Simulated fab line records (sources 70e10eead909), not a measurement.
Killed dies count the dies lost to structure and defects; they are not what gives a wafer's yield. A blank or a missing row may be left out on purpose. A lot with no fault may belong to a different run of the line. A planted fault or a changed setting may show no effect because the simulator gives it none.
fab line records ; flow nand_harc
record lots=12; wafers=36; last_day=33
route steps=1302 shown A_CHANNEL_HOLE_D1@479 A_CHANNEL_FILL_D1@499
lots with no fault: from the same line, run without faults
start_h: hours from the record's first day to the start of the lot's first wafer shown ; wait_h: hours from the lot's prior step to this one ; " identical to the entry in the row above ; L1.1+2: several wafers, shown together as one row ; - either no value or no given start ; * or withheld: withheld ; < > ~ a bound
route shown NAME@n: names a module that has steps shown in the file, with the first one's number in the route ; usual: mean/standard deviation taken from wafers without a fault ; same: alike in all rows ; chamber/n: place in a boat ; sites: each site's reading ; _std_site: their standard deviation ; _edge_site: inner sites' mean taken away from outer sites' mean ; radius_mm: how far each site lies from the wafer's centre ; mask NAME#n: copy n ; behind: the last tool/chamber to shape the wafer ; hold: why the lot went on hold/how many hours it stayed there/how the hold came to an end ; device: the n, p or np transistor that did not switch ; end of line: the tests these same wafers got at the end of their route ; step lacking rows: just its recipe ; killed: the dies lost at the first sort to structure and to defects; this is not the yield of the wafer ; map: dies across one wafer; x = killed, . = not, _ = none there
set.NAME: the run value of the setting; set.NAME@STEP: its run value at that earlier step ; model.NAME: the simulator's own value behind a step, which no gauge read
the route's steps for a sample of lots (tables are steps, rows are wafers)
services: a tool's chamber out of use, with start hour (start_h, from the record's first day; less than 0 if before it), hours out, and reason
## steps
# step NHARC_A_CHANNEL_HOLE_D1_ETCH_33
# recipe bias_v=400; source_w=2000; pressure_mtorr=25; time_s=90; ar_flow_sccm=375; c4f8_flow_sccm=41.7; o2_flow_sccm=83.3; temp_c=-20; target_depth_a=4000; chemistry=C4F8/O2/Ar
# usual drypump_motor_current_A=5.9/0.48; showerhead_plenum_p_Torr=3.64/0.13; throttle_valve_pct=27.620/0.0092
lot.wafer;tool;chamber;start_h;wait_h;drypump_motor_current_A;rf_hours_counter_h;showerhead_plenum_p_Torr;throttle_valve_pct
L690.3;har_etch-02;0;184.88;0.2;6.3;-;3.54;27.625
L690.4;har_etch-02;1;184.88;0.2;5.6;-;3.60;27.607
L690.5;har_etch-02;1;184.88;0.2;5.6;-;3.60;27.620
L695.1;har_etch-02;1;233.29;0.2;5.6;334;3.58;27.614
L695.3;har_etch-02;1;233.29;0.2;5.6;-;3.58;27.623
L695.5;har_etch-02;0;233.29;0.2;6.2;-;3.53;27.616
L696.4;har_etch-02;1;243.32;0.2;5.6;-;3.58;27.616
L696.5;har_etch-02;1;243.32;0.2;5.6;-;3.58;27.603
L696.6;har_etch-02;0;243.32;0.2;6.3;-;3.53;27.612
L698.2;har_etch-01;1;270.51;0.2;5.3;141;3.75;27.623
L698.1;har_etch-01;0;270.51;0.2;6.5;141;3.63;27.630
L698.4;har_etch-01;0;270.51;0.2;6.5;-;3.63;27.627
L701.4;har_etch-02;0;295.40;0.2;6.3;-;3.51;27.601
L701.6;har_etch-02;1;295.40;0.2;5.6;-;3.56;27.620
L701.5;har_etch-02;0;295.40;0.2;6.3;-;3.51;27.620
L704.2;har_etch-01;0;333.37;0.2;6.5;175;3.61;27.628
L704.3;har_etch-01;1;333.37;0.2;5.3;-;3.73;27.632
L704.6;har_etch-01;0;333.37;0.2;6.6;-;3.61;27.612
L705.2;har_etch-02;1;335.32;0.2;5.6;395;3.55;27.623
L705.4;har_etch-02;0;335.32;0.2;6.3;-;3.50;27.612
L705.6;har_etch-02;0;335.32;0.2;6.2;-;3.50;27.615
L708.1;har_etch-01;1;360.18;0.2;5.3;190;3.72;27.621
L708.2;har_etch-01;0;360.18;0.2;6.5;190;3.60;27.622
L708.4;har_etch-01;1;360.18;0.2;5.3;-;3.72;27.620
L709.4;har_etch-01;1;377.61;0.2;5.3;-;3.72;27.614
L709.5;har_etch-01;0;377.61;0.2;6.5;-;3.60;27.621
L709.6;har_etch-01;1;377.61;0.2;5.3;-;3.72;27.623
L710.2;har_etch-01;1;401.68;0.2;5.3;206;3.71;27.628
L710.5;har_etch-01;1;401.68;0.2;5.3;-;3.71;27.603
L710.6;har_etch-01;0;401.68;0.2;6.6;-;3.59;27.613
L711.1;har_etch-02;0;403.10;0.2;6.3;8;3.98;27.607
L711.2;har_etch-02;1;403.10;0.2;5.6;8;3.98;27.622
L711.6;har_etch-02;0;403.10;0.2;6.3;-;3.98;27.614
L713.1;har_etch-01;1;417.71;0.2;5.3;221;3.70;27.632
L713.4;har_etch-01;1;417.71;0.2;5.3;-;3.70;27.630
L713.3;har_etch-01;0;417.71;0.2;6.5;-;3.58;27.622
# step NHARC_A_CHANNEL_HOLE_D1_INSPECT_40
# usual raw_defect_count=74/26
lot.wafer;tool;chamber;start_h;wait_h;raw_defect_count
L690.3;defect_inspect-02;-;186.54;-;91
L690.4;defect_inspect-02;-;186.54;-;101
L690.5;defect_inspect-02;-;186.54;-;92
L695.1;defect_inspect-01;-;235.02;-;103
L695.3;defect_inspect-01;-;235.02;-;106
L695.5;defect_inspect-01;-;235.02;-;86
L696.4;defect_inspect-01;-;244.98;-;84
L696.5;defect_inspect-01;-;244.98;-;59
L696.6;defect_inspect-01;-;244.98;-;71
L698.1;defect_inspect-02;-;272.24;-;53
L698.2;defect_inspect-02;-;272.24;-;50
L698.4;defect_inspect-02;-;272.24;-;53
L701.4;defect_inspect-01;-;297.03;-;89
L701.5;defect_inspect-01;-;297.03;-;104
L701.6;defect_inspect-01;-;297.03;-;102
L704.2;defect_inspect-02;-;335.07;-;68
L704.3;defect_inspect-02;-;335.07;-;57
L704.6;defect_inspect-02;-;335.07;-;55
L705.2;defect_inspect-01;-;337.09;-;97
L705.4;defect_inspect-01;-;337.09;-;122
L705.6;defect_inspect-01;-;337.09;-;90
L708.1;defect_inspect-01;-;361.92;-;56
L708.2;defect_inspect-01;-;361.92;-;56
L708.4;defect_inspect-01;-;361.92;-;71
L709.4;defect_inspect-01;-;388.05;-;59
L709.5;defect_inspect-01;-;388.05;-;60
L709.6;defect_inspect-01;-;388.05;-;57
L710.2;defect_inspect-01;-;403.57;-;79
L710.5;defect_inspect-01;-;403.57;-;73
L710.6;defect_inspect-01;-;403.57;-;79
L711.1;defect_inspect-01;-;404.84;-;43
L711.2;defect_inspect-01;-;404.84;-;67
L711.6;defect_inspect-01;-;404.84;-;69
L713.1;defect_inspect-01;-;419.59;-;44
L713.3;defect_inspect-01;-;419.59;-;52
L713.4;defect_inspect-01;-;419.59;-;51
# step NHARC_A_CHANNEL_FILL_D1_ETCHBACK_19
# recipe target_depth_a=50; time_s=1.7; hbr_flow_sccm=150; cl2_flow_sccm=50; rf_w=400; icp_w=400; bias_w=100; chemistry=HBr/Cl2
# usual drypump_motor_current_A=5.7/0.44; hbr_flow_sccm=149.9/0.45; oes_product_au=1.005/0.01; throttle_valve_pct=26.406/0.0098
lot.wafer;tool;chamber;start_h;wait_h;drypump_motor_current_A;hbr_flow_sccm;oes_product_au;rf_hours_counter_h;throttle_valve_pct
L690.4;rie_si-02;1;210.82;0.4;5.2;149.8;1.016;0.7;26.413
L690.3;rie_si-02;2;210.82;0.4;5.7;150.0;1.027;0.6;26.379
L690.5;rie_si-02;0;210.82;0.4;6.2;149.5;1.018;-;26.405
L695.3;rie_si-04;0;260.77;0.4;6.2;150.3;0.977;0.4;26.393
L695.1;rie_si-04;3;260.77;0.4;6.3;149.8;0.990;0.4;26.406
L695.5;rie_si-04;1;260.77;0.4;6.1;149.4;1.001;-;26.402
L696.4;rie_si-02;2;269.84;0.4;5.7;149.5;1.004;1.0;26.404
L696.5;rie_si-02;1;269.84;0.4;5.2;150.2;1.013;-;26.408
L696.6;rie_si-02;2;269.84;0.4;5.7;150.2;1.009;-;26.403
L698.2;rie_si-02;0;297.33;0.4;6.2;150.0;1.000;0.1;26.413
L698.1;rie_si-02;2;297.33;0.4;5.7;151.2;1.001;0.1;26.419
L698.4;rie_si-02;0;297.33;0.4;6.2;149.2;0.999;-;26.409
L701.4;rie_si-05;2;323.19;0.4;5.9;149.9;1.009;0.1;26.411
L701.6;rie_si-05;3;323.19;0.4;5.2;150.4;1.005;-;26.415
L701.5;rie_si-05;0;323.19;0.4;5.5;149.7;1.002;-;26.411
L704.3;rie_si-02;0;359.55;0.4;6.2;150.4;1.009;0.5;26.397
L704.2;rie_si-02;1;359.55;0.4;5.2;149.4;1.005;0.6;26.405
L704.6;rie_si-02;0;359.55;0.4;6.2;150.4;1.012;-;26.407
L705.4;rie_si-04;2;359.55;0.4;5.2;150.7;0.996;0.0;26.417
L705.2;rie_si-04;1;359.55;0.4;6.1;150.3;1.007;0.1;26.411
L705.6;rie_si-04;2;359.55;0.4;5.2;150.4;1.004;-;26.400
L708.2;rie_si-05;0;388.65;0.4;5.6;149.8;1.001;0.4;26.397
L708.1;rie_si-05;1;388.65;0.4;5.9;149.6;1.021;0.4;26.411
L708.4;rie_si-05;3;388.65;0.4;5.2;149.6;1.007;0.4;26.397
L709.4;rie_si-05;0;415.71;0.4;5.5;149.7;1.000;0.5;26.423
L709.5;rie_si-05;3;415.71;0.4;5.2;149.7;1.000;-;26.399
L709.6;rie_si-05;0;415.71;0.4;5.5;149.8;1.011;-;26.378
L711.2;rie_si-02;3;428.67;0.4;5.0;150.1;1.006;0.7;26.401
L711.1;rie_si-02;0;428.67;0.4;6.2;149.2;1.019;0.9;26.428
L711.6;rie_si-02;2;428.67;0.4;5.7;150.2;1.008;-;26.407
L710.2;rie_si-05;0;428.69;0.4;5.5;149.3;0.998;0.6;26.415
L710.5;rie_si-05;1;428.69;0.4;5.9;149.9;1.027;-;26.412
L710.6;rie_si-05;2;428.69;0.4;5.9;150.3;0.998;-;26.399
L713.1;rie_si-02;3;444.17;0.4;5.0;149.9;1.003;0.8;26.404
L713.4;rie_si-02;0;444.17;0.4;6.2;149.5;1.009;1.0;26.405
L713.3;rie_si-02;2;444.17;0.4;5.7;149.8;1.009;1.2;26.406
# step NHARC_A_CHANNEL_FILL_D1_ALD_25
# recipe target_thk_a=600; pulse_time_s=10; ald_cycles=600; temp_c=300; material=SiOx
# usual ald_cycles=600/0; heater_power_w=467/49; precursor_pulse_height_rel=1.002/0.02
lot.wafer;tool;chamber;start_h;wait_h;ald_cycles;heater_power_w;precursor_pulse_height_rel
L690.4;ald_hk-03;3;223.67;0.2;600;369;0.971
L690.3;ald_hk-03;0;223.67;0.2;600;549;0.971
L690.5;ald_hk-03;0;226.75;3.3;600;527;0.997
L695.1;ald_hk-01;0;273.36;0.7;600;534;1.026
L695.3;ald_hk-01;1;273.36;0.7;513;457;0.994
L695.5;ald_hk-01;0;275.79;3.1;600;526;0.974
L696.4;ald_hk-01;1;283.60;1.9;513;441;1.024
L696.5;ald_hk-01;2;283.60;1.9;600;417;1.022
L696.6;ald_hk-01;3;283.60;1.9;513;483;0.956
L698.4;ald_hk-03;3;309.73;0.4;600;379;0.987
L698.1;ald_hk-03;0;310.98;1.7;600;552;0.973
L698.2;ald_hk-03;2;313.46;4.2;600;403;0.988
L701.4;ald_hk-04;0;338.32;0.1;600;440;0.967
L701.5;ald_hk-04;0;340.83;2.6;600;442;0.977
L701.6;ald_hk-04;1;340.83;2.6;600;494;0.998
L704.2;ald_hk-01;0;371.55;0.1;600;515;0.987
L704.3;ald_hk-01;2;372.80;1.3;600;431;1.000
L704.6;ald_hk-01;1;374.67;3.2;600;459;1.006
L705.2;ald_hk-04;1;372.17;0.7;600;495;0.982
L705.4;ald_hk-04;3;373.41;1.9;600;527;1.010
L705.6;ald_hk-04;0;373.41;1.9;600;438;1.010
L708.1;ald_hk-03;2;401.09;0.5;600;401;1.009
L708.2;ald_hk-03;3;402.32;1.7;600;392;0.998
L708.4;ald_hk-03;1;404.76;4.1;600;425;1.026
L709.4;ald_hk-04;0;428.98;0.7;600;429;1.009
L709.5;ald_hk-04;3;430.83;2.5;600;535;1.011
L709.6;ald_hk-04;0;430.83;2.5;600;435;0.988
L710.2;ald_hk-01;3;442.27;1.6;600;469;0.992
L710.5;ald_hk-01;3;447.22;6.6;600;470;1.009
L710.6;ald_hk-01;0;448.45;7.8;600;501;1.015
L711.2;ald_hk-03;1;442.28;1.6;600;435;1.021
L711.1;ald_hk-03;2;443.54;2.9;600;405;0.997
L711.6;ald_hk-03;2;448.58;7.9;600;394;1.014
L713.1;ald_hk-03;2;458.61;2.5;600;398;0.985
L713.4;ald_hk-03;3;459.85;3.7;600;383;0.991
L713.3;ald_hk-03;0;461.08;4.9;600;552;0.982
## services
tool;chamber;start_h;hours;kind
rie_si-04;-;165.00;9.0;pm
har_etch-02;0;203.76;-;consumable_replace:focus_ring
har_etch-02;0;203.76;17.0;scheduled_down
har_etch-02;0;203.76;17.0;vent_cycle
ald_hk-03;-;212.15;10.0;pm
ald_hk-04;-;216.26;1.5;repair
rie_si-04;1;219.58;6.7;repair
rie_si-02;1;225.23;8.4;repair
rie_si-05;2;233.58;12.7;repair
rie_si-02;-;256.66;0.7;repair
rie_si-02;-;277.00;9.0;pm
rie_si-02;0;277.00;9.0;vent_cycle
rie_si-02;1;277.00;9.0;vent_cycle
rie_si-05;3;293.00;2.8;repair
har_etch-01;-;300.16;0.5;repair
ald_hk-01;-;300.39;10.0;pm
rie_si-05;-;305.00;9.0;pm
rie_si-04;-;342.00;9.0;pm
har_etch-02;-;377.98;17.0;pm
ald_hk-01;-;415.84;0.4;repair
ald_hk-04;-;441.02;10.0;pm
rie_si-05;3;445.79;2.8;repair
rie_si-05;0;450.48;3.1;repair
rie_si-02;-;454.00;9.0;pm
## key
first_sign step=NHARC_A_CHANNEL_FILL_D1_ALD_25; reading=ald_cycles; direction=down; sigmas=99+; usual=600; struck=513
effect none on later readings
met_at NHARC_A_CHANNEL_FILL_D1_ALD_25
struck_lots L695,L696
struck_wafers L695.3,L696.4,L696.6
tester_left_out L695,L696
not_acting_at NHARC_A_CHANNEL_HOLE_D1_ETCH_33,NHARC_A_CHANNEL_HOLE_D1_INSPECT_40,NHARC_A_CHANNEL_FILL_D1_ETCHBACK_19
fault kind=process_parameter_drift; tool=ald_hk-01; chamber=-; onset_h=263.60; steps=NHARC_A_CHANNEL_FILL_D1_ALD_25; channel=ald_cycles; offset=-87; shape=step; end_h=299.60; scope=struck_wafers_only; acts_in=these_recipes_only; stated=600
# tester_left_out: of these lots the tester's yield and bins aren't shown, on N5 and GAA mostly nor the transistor test; their killed dies are dies lost to structure and defects alone, not to doping, threshold or leakage, so they don't give the yield
